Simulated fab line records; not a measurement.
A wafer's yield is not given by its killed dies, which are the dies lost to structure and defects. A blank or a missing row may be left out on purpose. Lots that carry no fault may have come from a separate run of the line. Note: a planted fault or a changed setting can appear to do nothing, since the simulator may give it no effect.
fab line records	flow n5Finfet
[record] lots = 7	wafers = 21
route steps=1938 shown HKMG_FIN@450 MOL_CONTACT_COAG@559 BEOL_M0_SAQP@693 BEOL_M1@800 BEOL_M2@882 BEOL_M3@957
startH: start of the lot's first displayed wafer, in hours after the record's first day	waitH: hours elapsed since this lot's preceding step	" same as the row above	L1.1+2: a single row standing in for several wafers	- no value, or no start was given	* or withheld: withheld	< > ~ a bound
route shown NAME@n: a module of which the file shows steps, and the number in the route of the first	usual: mean and standard deviation over wafers with no fault	same: alike in all rows	chamber/n: place in a boat	sites: readings site by site	_std_site: the values' standard deviation	_edge_site: outer sites' mean less inner sites'	radiusMm: for every site, how far away it sits from the centre of the wafer	mask NAME#n: copy n	behind: the tool/chamber that last shaped the wafer	hold: reason for holding the lot/hours on hold/outcome of the hold	device: which transistor (n, p or np) failed to switch	end of line: the tests these same wafers got at the end of their route	where a step has no rows: the recipe by itself	killed: not the wafer's yield, but the dies lost to structure and defects at the first sort	map: shows each die of a wafer: x if killed, . if not, _ if none is there
set.NAME: the setting as run; set.NAME@STEP: as run at that earlier step	model.NAME: the simulator's own value behind a step, which no gauge read
lots whose settings were changed on purpose; a table a step, a row a wafer
[[steps]]
[step N5_HKMG_FIN_COAT_66]
[recipe] resist = SOC	tempC = 250	timeS = 60	spinRpm = 1500	resistThkNm = 300
lot.wafer	tool	chamber	startH	waitH	set.spinRpm	model.SOC_of_HKMG_FIN_COAT_66.thkNm
L080.2	lithoTrack-01	0	117.61	0.2	1500	301
L080.3	"	0	"	"	1500	300.8
L080.4	"	0	"	"	1500	301.2
L081.1	lithoTrack-01	0	120.41	0.2	1411	309.4
L081.4	"	0	"	"	1411	309.6
L081.5	"	0	"	"	1500	300.2
L085.1	lithoTrack-01	0	145.94	0.2	1500	299.8
L085.2	"	0	"	"	1500	300.4
L085.5	"	0	"	"	1500	300
L086.2	lithoTrack-01	0	151.29	0.2	1500	297.4
L086.4	"	0	"	"	1403	309.2
L086.6	"	0	"	"	1403	309.6
L088.3	lithoTrack-05	0	165.31	0.2	1413	310.2
L088.4	"	0	"	"	1500	302.2
L088.5	"	0	"	"	1500	300
L089.3	lithoTrack-02	0	167.63	0.2	1656	287.2
L089.4	"	0	"	"	1500	301.4
L089.6	"	0	"	"	1656	286.8
L097.1	lithoTrack-02	0	223.12	0.2	1361	314.6
L097.3	"	0	"	"	1361	314.8
L097.6	"	0	"	"	1500	299.2
[step N5_HKMG_FIN_ETCH_67]
[recipe] chemistry = N2/H2	target = SOC	targetDepthA = 3889	stopOn = TiN	ionEnergyEv = 100	biasW = 61	pressureMtorr = 30	sourceW = 850	n2FlowSccm = 200	h2FlowSccm = 200
lot.wafer	tool	chamber	startH	waitH	set.spinRpm@HKMG_FIN_COAT_66	model.TiN_of_HKMG_FIN_ALD_71.thkNm
L080.2+3+4	rieDiel-02	0,3,1	117.67	-	1500	1
L081.1+4	rieDiel-02	0,1	120.47	-	1411	1
L081.5	"	1	"	"	1500	1
L085.1+2+5	rieDiel-06	1,0,3	146.00	-	1500	1
L086.2	rieDiel-05	3	151.35	-	1500	0.6
L086.4+6	"	0,2	"	"	1403	1
L088.3	rieDiel-06	0	165.37	-	1413	1
L088.4+5	"	0,1	"	"	1500	1
L089.3+6	rieDiel-06	2	167.68	-	1656	0
L089.4	"	0	"	"	1500	1
L097.1+3	rieDiel-06	1,3	223.18	-	1361	1
L097.6	"	3	"	"	1500	1
[step N5_MOL_CONTACT_COAG_ALD_27]
[recipe] material = SiOC	targetThkA = 170	tempC = 400	aldPrecursorFamily = carbosiloxane	aldCoReactant = H2-plasma	pulseTimeS = 1.5	timeS = 2720	purgeTimeS = 2	coReactantPurgeTimeS = 2	aldCycles = 340	pressureTorr = 2
lot.wafer	tool	chamber	startH	waitH	set.aldCycles	model.SiOC_of_MOL_CONTACT_COAG_ALD_27.thkNm
L080.2+3+4	aldSin-02	0,3,1	137.95	0.0	340	17
L081.1+5	aldSin-04	2,3	138.17	0.0	389	19.4
L081.4	"	1	"	"	340	17
L085.1+2+5	aldSin-02	2,3,3	162.60	0.0	340	17
L086.2+4+6	aldSin-04	1,2,1	167.83	0.0	340	17
L088.3	aldSin-02	3	186.36	0.5	306	15.4
L088.4	"	0	"	"	340	17
L088.5	"	2	"	"	306	15.2
L089.3+6	aldSin-04	1	186.67	0.6	340	17.2
L089.4	"	2	"	"	340	17
L097.1	aldSin-02	2	243.44	0.0	340	17
L097.3+6	"	1	"	"	357	18
[step N5_MOL_CONTACT_COAG_EXPOSE_81]
[recipe] maskId = VG	na = 0.33	sourceShape = annular	sigmaInner = 0.3	sigmaOuter = 0.7	polarization = unpolarized	defocusNm = 0	doseMj = 59.5
lot.wafer	tool	chamber	startH	waitH	mask	set.doseMj
L080.2	euvScanner-01	0	142.41	-	VG#0	59.5
L080.3+4	"	0	"	"	VG#0	61.8
L081.1	euvScanner-02	0	142.98	-	VG#0	63.23
L081.4+5	"	0	"	"	VG#0	59.5
L085.1+2+5	euvScanner-01	0	165.23	-	VG#0	59.5
L086.2+6	euvScanner-02	0	170.56	-	VG#0	63.75
L086.4	"	0	"	"	VG#0	59.5
L088.3+4	euvScanner-02	0	189.11	-	VG#0	59.5
L088.5	"	0	"	"	VG#0	56.9
L089.3	euvScanner-02	0	189.60	-	VG#0	59.5
L089.4+6	"	0	"	"	VG#0	62.62
L097.1+6	euvScanner-01	0	246.08	-	VG#0	59.5
L097.3	"	0	"	"	VG#0	62.87
[step N5_MOL_CONTACT_COAG_PEB_82]
[recipe] pebTempC = 100	pebTimeS = 60	resist = CAR-EUV
[step N5_MOL_CONTACT_COAG_DEVELOP_83]
[recipe] developTimeS = 30	developer = TMAH	resist = CAR-EUV	rinseLiquid = surfactantRinse	dry = airSpin	devTempC = 23
[step N5_MOL_CONTACT_COAG_CD_MEAS_84]
[recipe] targetCdNm = 25.1	landingEnergyEv = 500	detector = seInlens	polarity = opening
[usual] cdNm = 25.06/0.22
lot.wafer	tool	chamber	startH	waitH	set.doseMj@MOL_CONTACT_COAG_EXPOSE_81	cdNm
L080.2	cdSem-03	0	142.55	-	59.5	24.80
L080.3	"	0	"	"	61.8	25.89
L080.4	"	0	"	"	61.8	25.98
L081.1	cdSem-02	0	143.12	-	63.23	25.88
L081.4	"	0	"	"	59.5	25.01
L081.5	"	0	"	"	59.5	24.95
L085.1	cdSem-03	0	165.37	-	59.5	25.26
L085.2	"	0	"	"	59.5	25.11
L085.5	"	0	"	"	59.5	25.04
L086.2	cdSem-01	0	170.70	-	63.75	26.02
L086.4	"	0	"	"	59.5	25.26
L086.6	"	0	"	"	63.75	26.49
L088.3	cdSem-01	0	189.24	-	59.5	25.27
L088.4	"	0	"	"	59.5	25.09
L088.5	"	0	"	"	56.9	24.07
L089.3	cdSem-03	0	189.72	-	59.5	24.83
L089.4	"	0	"	"	62.62	26.11
L089.6	"	0	"	"	62.62	26.20
L097.1	cdSem-03	0	246.22	-	59.5	24.91
L097.3	"	0	"	"	62.87	26.30
L097.6	"	0	"	"	59.5	24.84
[step N5_MOL_CONTACT_COAG_PRECLEAN_144]
[recipe] chemistry = alkalineClean	tempC = 60	timeS = 60	doPpb = 50
[step N5_MOL_CONTACT_COAG_SRD_145]
[recipe] dry = ipaMarangoni	timeS = 30	tempC = 23	rinseLiquid = diw
[step N5_MOL_CONTACT_COAG_CD_MEAS_137]
[recipe] targetCdNm = 16
[usual] cdNm = 15.9/0.32
lot.wafer	tool	chamber	startH	waitH	set.doseMj@MOL_CONTACT_COAG_EXPOSE_81	cdNm
L080.2	cdSem-02	-	143.67	0.0	59.5	15.7
L080.3	"	-	"	"	61.8	16.4
L080.4	"	-	"	"	61.8	16.9
L081.1	cdSem-02	-	144.31	0.0	63.23	17.2
L081.4	"	-	"	"	59.5	16.0
L081.5	"	-	"	"	59.5	15.6
L085.1	cdSem-02	-	166.89	0.0	59.5	15.7
L085.2	"	-	"	"	59.5	15.7
L085.5	"	-	"	"	59.5	15.7
L086.2	cdSem-03	-	171.65	0.0	63.75	16.7
L086.4	"	-	"	"	59.5	15.5
L086.6	"	-	"	"	63.75	17.2
L088.3	cdSem-03	-	190.85	0.0	59.5	16.2
L088.4	"	-	"	"	59.5	16.0
L088.5	"	-	"	"	56.9	14.6
L089.3	cdSem-01	-	190.93	0.0	59.5	16.1
L089.4	"	-	"	"	62.62	17.6
L089.6	"	-	"	"	62.62	17.3
L097.1	cdSem-02	-	247.32	0.0	59.5	15.9
L097.3	"	-	"	"	62.87	17.0
L097.6	"	-	"	"	59.5	15.5
[step N5_BEOL_M0_SAQP_ETCH_88]
[recipe] chemistry = N2/H2	target = underlayer	targetDepthA = 65	timeS = 5.2	ionEnergyEv = 200	maskMaterial = CAR-EUV	pressureMtorr = 30	sourceW = 840	biasW = 150	n2FlowSccm = 200	h2FlowSccm = 200	ends = cleared
[usual] etchRfOnTimeS = 5.14/0.084	rfVppV = 525/3
lot.wafer	tool	chamber	startH	waitH	set.sourceW	etchRfOnTimeS	rfVppV
L080.2	rieDiel-04	0	157.45	0.0	706.1	5.97	556
L080.3	"	2	"	"	706.1	6.06	561
L080.4	"	3	"	"	706.1	5.99	551
L081.1	rieDiel-03	0	157.84	0.0	840	5.15	519
L081.4	"	1	"	"	840	5.20	526
L081.5	"	1	"	"	840	5.21	527
L085.1	rieDiel-01	1	179.25	0.0	840	5.18	530
L085.2	"	2	"	"	840	5.17	521
L085.5	"	0	"	"	840	5.24	527
L086.2	rieDiel-03	3	183.92	0.0	840	5.25	522
L086.4	"	2	"	"	840	5.13	527
L086.6	"	3	"	"	840	5.22	521
L088.3	rieDiel-01	3	203.85	0.0	732.5	5.57	549
L088.4	"	3	"	"	840	5.01	525
L088.5	"	1	"	"	840	5.16	530
L089.3	rieDiel-03	3	205.27	0.0	907.3	4.96	511
L089.4	"	2	"	"	907.3	4.83	513
L089.6	"	1	"	"	840	5.22	524
L097.1	rieDiel-01	3	261.26	0.0	932.6	4.60	507
L097.3	"	0	"	"	932.6	4.83	509
L097.6	"	0	"	"	840	5.17	527
[step N5_BEOL_M1_TRENCH_ETCH_37]
[recipe] chemistry = C4F6/O2	targetDepthA = 552.07	target = SiOC	timeS = 29	ionEnergyEv = 250	pressureMtorr = 30	sourceW = 355	biasW = 185	Ar_flow_sccm = 300	C4F6_flow_sccm = 10	O2_flow_sccm = 10
[usual] rfVppV = 669/6.4
lot.wafer	tool	chamber	startH	waitH	set.sourceW	rfVppV
L080.2	rieDiel-01	2	-	-	407.7	621
L080.3	"	0	"	"	407.7	623
L080.4	"	3	"	"	355	674
L081.1	rieDiel-01	1	-	-	355	676
L081.4	"	0	"	"	355	668
L081.5	"	1	"	"	355	675
L085.1	rieDiel-04	2	-	-	355	662
L085.2	"	0	"	"	355	682
L085.5	"	0	"	"	355	680
L086.2	rieDiel-04	0	-	-	355	681
L086.4	"	0	"	"	316.5	721
L086.6	"	2	"	"	355	663
L088.3	rieDiel-01	0	-	-	355	668
L088.4	"	0	"	"	355	667
L088.5	"	3	"	"	355	674
L089.3	rieDiel-01	3	-	-	335.8	694
L089.4	"	1	"	"	335.8	694
L089.6	"	0	"	"	355	666
L097.1	rieDiel-01	1	-	-	375.9	654
L097.3	"	2	"	"	375.9	645
L097.6	"	2	"	"	355	663
[step N5_BEOL_M2_ALD_98]
[recipe] material = SiO2	targetThkA = 25	tempC = 100	aldPrecursorFamily = BDEAS	aldCoReactant = O2-plasma	pulseTimeS = 1	coReactantPulseTimeS = 1	purgeTimeS = 2	coReactantPurgeTimeS = 2	aldCycles = 17	pressureTorr = 2
lot.wafer	tool	chamber	startH	waitH	set.aldCycles	model.SiO2_of_BEOL_M2_ALD_98.thkNm
L080.2+4	aldSin-04	0,1	179.09	0.1	16	2.4
L080.3	"	3	"	"	17	2.6
L081.1+4	aldSin-01	3,1	183.44	0.1	17	2.6
L081.5	"	1	"	"	18	2.6
L085.1+2+5	aldSin-01	1,2,0	197.19	0.1	17	2.6
L086.2	aldSin-04	1	200.99	0.1	17	2.6
L086.4+6	"	2,0	"	"	16	2.4
L088.3	aldSin-01	2	225.74	0.1	17	2.6
L088.4+5	"	3,2	"	"	19	2.8
L089.3	aldSin-04	0	226.36	0.1	15	2.2
L089.4	"	3	"	"	17	2.6
L089.6	"	1	"	"	17	2.4
L097.1+6	aldSin-03	3,1	278.28	0.1	19	2.8
L097.3	"	0	"	"	17	2.4
[step N5_BEOL_M2_ETCH_70]
[recipe] chemistry = N2/H2	target = SOC	targetDepthA = 800	overetchA = 240	maskMaterial = SiARC	tempC = 40	timeS = 130	ionEnergyEv = 200	pressureMtorr = 30	sourceW = 840	biasW = 150	n2FlowSccm = 200	h2FlowSccm = 200
lot.wafer	tool	chamber	startH	waitH	set.timeS	model.SiARC_of_BEOL_M2_COAT_68.thkNm
L080.2	rieDiel-06	2	181.32	0.0	117.9	6.2
L080.3	"	1	"	"	117.9	6.4
L080.4	"	0	"	"	130	5.6
L081.1+4	rieDiel-02	3	194.13	0.0	130	5.8
L081.5	"	0	"	"	130	6.2
L085.1+2	rieDiel-02	2,3	199.05	0.0	130	5.8
L085.5	"	0	"	"	130	6.2
L086.2+6	rieDiel-05	1	201.15	0.0	130	5.8
L086.4	"	2	"	"	150	4.8
L089.3	rieDiel-05	3	236.45	0.0	147.9	5
L089.4+6	"	1	"	"	130	5.8
L088.3+4+5	rieDiel-06	2,0,2	236.47	0.0	130	5.8
L097.1	rieDiel-02	1	281.27	0.0	130	6
L097.3	"	2	"	"	139.3	5.4
L097.6	"	3	"	"	130	5.8
[step N5_BEOL_M3_COAT_67]
[recipe] resist = SOC	tempC = 250	timeS = 60	spinRpm = 1500	resistThkNm = 60
lot.wafer	tool	chamber	startH	waitH	set.spinRpm	model.SOC_of_BEOL_M3_COAT_67.thkNm
L080.2	lithoTrack-05	0	189.42	0.0	1500	60
L080.3	"	0	"	"	1415	61.8
L080.4	"	0	"	"	1415	62
L081.1	lithoTrack-02	0	200.96	0.0	1500	59.8
L081.4+5	"	0	"	"	1500	60
L085.1+2+5	lithoTrack-02	0	206.07	0.0	1500	60
L086.2+4	lithoTrack-03	0	208.81	0.0	1500	60.2
L086.6	"	0	"	"	1655	57.2
L089.3+6	lithoTrack-03	0	247.03	0.0	1500	60
L089.4	"	0	"	"	1405	62
L088.3	lithoTrack-02	0	247.24	0.0	1423	61.8
L088.4	"	0	"	"	1500	60.2
L088.5	"	0	"	"	1500	60
L097.1	lithoTrack-03	0	286.65	0.0	1500	59.8
L097.3	"	0	"	"	1500	60
L097.6	"	0	"	"	1500	60.2
[step N5_BEOL_M3_COAT_76]
[recipe] resist = underlayer	tempC = 205	timeS = 60	spinRpm = 1500	resistThkNm = 5
lot.wafer	tool	chamber	startH	waitH	set.spinRpm
L080.2+3+4	lithoTrack-05	0	-	-	1500
L081.1+5	lithoTrack-02	0	-	-	1421
L081.4	"	0	"	"	1500
L085.1+2+5	lithoTrack-02	0	-	-	1500
L086.2+4+6	lithoTrack-03	0	-	-	1500
L089.3+4	lithoTrack-03	0	-	-	1377
L089.6	"	0	"	"	1500
L088.3+4+5	lithoTrack-02	0	-	-	1500
L097.1+3+6	lithoTrack-03	0	-	-	1500
[step N5_BEOL_M3_COAT_22]
[recipe] resist = CAR-EUV	spinRpm = 1500	resistThkNm = 30
[step N5_BEOL_M3_EBR_24]
[recipe] solvent = PGMEA	ebrWidthMm = 1.5
[step N5_BEOL_M3_DESCUM_33]
[recipe] chemistry = O2	timeS = 7	sourcePowerW = 50	biasPowerW = 20	pressureMtorr = 20	rfFrequencyHz = 2.712e+07	tempC = 40	resist = CAR-EUV	o2FlowSccm = 225
[step N5_BEOL_M3_ETCH_77]
[recipe] chemistry = N2/H2	target = underlayer	targetDepthA = 65	maskMaterial = CAR-EUV	timeS = 5.2	ionEnergyEv = 200	pressureMtorr = 30	sourceW = 840	biasW = 150	n2FlowSccm = 200	h2FlowSccm = 200	ends = cleared
lot.wafer	tool	chamber	startH	waitH	set.spinRpm@BEOL_M3_COAT_76	model.etch.depthNm
L080.2	rieDiel-01	1	189.86	0.0	1500	5
L080.3	"	2	"	"	1500	5.014
L080.4	"	0	"	"	1500	4.996
L081.1	rieDiel-04	2	201.40	0.0	1421	5.141
L081.4	"	1	"	"	1500	5.001
L081.5	"	0	"	"	1421	5.143
L085.1	rieDiel-04	0	206.51	0.0	1500	5.001
L085.2	"	2	"	"	1500	4.996
L085.5	"	2	"	"	1500	5.019
L086.2	rieDiel-04	1	209.25	0.0	1500	5.008
L086.4	"	0	"	"	1500	4.995
L086.6	"	1	"	"	1500	5.01
L089.3	rieDiel-03	2	247.47	0.0	1377	5.204
L089.4	"	3	"	"	1377	5.221
L089.6	"	1	"	"	1500	4.976
L088.3	rieDiel-01	2	247.71	0.0	1500	5.005
L088.4	"	0	"	"	1500	5.017
L088.5	"	1	"	"	1500	5.006
L097.1	rieDiel-03	1	287.32	0.0	1500	4.977
L097.3	"	0	"	"	1500	4.996
L097.6	"	2	"	"	1500	5.002
[step N5_BEOL_M3_ETCH_69]
[recipe] chemistry = CF4	target = SiARC	targetDepthA = 156	maskMaterial = CAR-EUV	timeS = 26	ionEnergyEv = 80	pressureMtorr = 40	sourceW = 545	biasW = 36	Ar_flow_sccm = 100	cf4FlowSccm = 100	ends = cleared
[step N5_BEOL_M3_ALD_98]
[recipe] material = SiO2	targetThkA = 25	tempC = 100	aldPrecursorFamily = BDEAS	aldCoReactant = O2-plasma	pulseTimeS = 1	coReactantPulseTimeS = 1	purgeTimeS = 2	coReactantPurgeTimeS = 2	aldCycles = 17	pressureTorr = 2
[step N5_BEOL_M3_ETCHBACK_99]
[recipe] chemistry = CHF3	target = SiO2	targetDepthA = 50	timeS = 10.4	sourceW = 215	biasW = 47	Ar_flow_sccm = 200	CHF3_flow_sccm = 12	ionEnergyEv = 100	pressureMtorr = 30
[step N5_BEOL_M3_ETCH_70]
[recipe] chemistry = N2/H2	target = SOC	targetDepthA = 800	overetchA = 160	maskMaterial = SiARC	tempC = 40	timeS = 120	ionEnergyEv = 200	pressureMtorr = 30	sourceW = 840	biasW = 150	n2FlowSccm = 200	h2FlowSccm = 200
lot.wafer	tool	chamber	startH	waitH	set.spinRpm@BEOL_M3_COAT_67	model.etch.depthNm
L080.2	rieDiel-01	2	190.30	0.0	1500	60.02
L080.3	"	0	"	"	1415	61.86
L080.4	"	3	"	"	1415	61.97
L081.1	rieDiel-01	3	204.67	0.0	1500	59.88
L081.4	"	1	"	"	1500	59.99
L081.5	"	3	"	"	1500	60.03
L085.1	rieDiel-04	0	210.82	0.0	1500	60.07
L085.2	"	1	"	"	1500	60.1
L085.5	"	2	"	"	1500	60.06
L086.2	rieDiel-01	1	210.94	0.0	1500	60.13
L086.4	"	3	"	"	1500	60.25
L086.6	"	1	"	"	1655	57.26
L089.3	rieDiel-03	2	247.86	0.0	1500	59.95
L089.4	"	1	"	"	1405	62
L089.6	"	0	"	"	1500	60.03
L088.3	rieDiel-01	3	247.97	0.0	1423	61.88
L088.4	"	0	"	"	1500	60.2
L088.5	"	1	"	"	1500	60.07
L097.1	rieDiel-04	1	288.02	0.0	1500	59.86
L097.3	"	0	"	"	1500	60
L097.6	"	1	"	"	1500	60.26
[step N5_BEOL_M3_STRIP_71]
[recipe] chemistry = N2/H2	tempC = 40	n2FlowSccm = 200	h2FlowSccm = 200	rfFrequencyHz = 6e+07
[step N5_BEOL_M3_STRIP_78]
[recipe] chemistry = N2/H2	tempC = 40	n2FlowSccm = 200	h2FlowSccm = 200	rfFrequencyHz = 6e+07
[step N5_BEOL_M3_VIA_ETCH_34]
[recipe] chemistry = C4F6/O2	targetDepthA = 694	maskMaterial = SOC	pressureMtorr = 15	ionEnergyEv = 250	taperDeg = 4	timeS = 65.9	sourceW = 350	biasW = 170	Ar_flow_sccm = 300	C4F6_flow_sccm = 10	O2_flow_sccm = 10
lot.wafer	tool	chamber	startH	waitH	set.spinRpm@BEOL_M3_COAT_67	model.SOC_of_BEOL_M3_COAT_67.thkNm
L080.2	rieDiel-01	2	190.40	0.0	1500	52
L080.3	"	0	"	"	1415	53.8
L080.4	"	3	"	"	1415	53.6
L081.1	rieDiel-01	3	204.77	0.0	1500	51.4
L081.4	"	1	"	"	1500	51.8
L081.5	"	3	"	"	1500	51.6
L085.1+2	rieDiel-04	0,1	210.92	0.0	1500	52
L085.5	"	2	"	"	1500	52.2
L086.2+4	rieDiel-01	1,3	211.04	0.0	1500	51.8
L086.6	"	1	"	"	1655	49.2
L089.3	rieDiel-03	2	247.96	0.0	1500	51.8
L089.4	"	1	"	"	1405	53.8
L089.6	"	0	"	"	1500	51.6
L088.3	rieDiel-01	1	248.07	0.0	1423	53.6
L088.4	"	1	"	"	1500	52
L088.5	"	2	"	"	1500	51.8
L097.1+3	rieDiel-04	1,0	288.12	0.0	1500	51.8
L097.6	"	1	"	"	1500	52.2
[[key]]
[split] step = N5_HKMG_FIN_COAT_66	setting = spinRpm	stated = 1500	by = wafer
[response] step = N5_HKMG_FIN_COAT_66	reading = model.SOC_of_HKMG_FIN_COAT_66.thkNm	change = -1.57	per = 1%	r = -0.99
[response] step = N5_HKMG_FIN_ETCH_67	reading = model.TiN_of_HKMG_FIN_ALD_71.thkNm	shape = bent	atLowest = 1	atStated = 0.9667	atHighest = 0
[split] step = N5_MOL_CONTACT_COAG_ALD_27	setting = aldCycles	stated = 340	by = wafer
[response] step = N5_MOL_CONTACT_COAG_ALD_27	reading = model.SiOC_of_MOL_CONTACT_COAG_ALD_27.thkNm	change = +0.17	per = 1%	r = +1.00
[split] step = N5_MOL_CONTACT_COAG_EXPOSE_81	setting = doseMj	stated = 59.5	by = wafer
[response] step = N5_MOL_CONTACT_COAG_CD_MEAS_84	reading = cdNm	change = +0.201	per = 1%	r = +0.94
[response] step = N5_MOL_CONTACT_COAG_CD_MEAS_137	reading = cdNm	change = +0.241	per = 1%	r = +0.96
[split] step = N5_BEOL_M0_SAQP_ETCH_88	setting = sourceW	stated = 840	by = wafer
[response] step = N5_BEOL_M0_SAQP_ETCH_88	reading = etchRfOnTimeS	change = *	per = 1%	r = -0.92
[response] step = N5_BEOL_M0_SAQP_ETCH_88	reading = rfVppV	change = -1.68	per = 1%	r = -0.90
[split] step = N5_BEOL_M1_TRENCH_ETCH_37	setting = sourceW	stated = 355	by = wafer
[response] step = N5_BEOL_M1_TRENCH_ETCH_37	reading = rfVppV	change = -3.8	per = 1%	r = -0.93
[split] step = N5_BEOL_M2_ALD_98	setting = aldCycles	stated = 17	by = wafer
[response] step = N5_BEOL_M2_ALD_98	reading = model.SiO2_of_BEOL_M2_ALD_98.thkNm	change = +0.0249	per = 1%	r = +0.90
[split] step = N5_BEOL_M2_ETCH_70	setting = timeS	stated = 130	by = wafer
[response] step = N5_BEOL_M2_ETCH_70	reading = model.SiARC_of_BEOL_M2_COAT_68.thkNm	change = -0.0647	per = 1%	r = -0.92
[split] step = N5_BEOL_M3_COAT_67	setting = spinRpm	stated = 1500	by = wafer
[response] step = N5_BEOL_M3_COAT_67	reading = model.SOC_of_BEOL_M3_COAT_67.thkNm	change = -0.308	per = 1%	r = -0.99
[response] step = N5_BEOL_M3_ETCH_70	reading = model.etch.depthNm	change = -0.305	per = 1%	r = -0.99
[response] step = N5_BEOL_M3_VIA_ETCH_34	reading = model.SOC_of_BEOL_M3_COAT_67.thkNm	change = -0.285	per = 1%	r = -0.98
[split] step = N5_BEOL_M3_COAT_76	setting = spinRpm	stated = 1500	by = wafer
[response] step = N5_BEOL_M3_ETCH_77	reading = model.etch.depthNm	change = -0.0282	per = 1%	r = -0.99
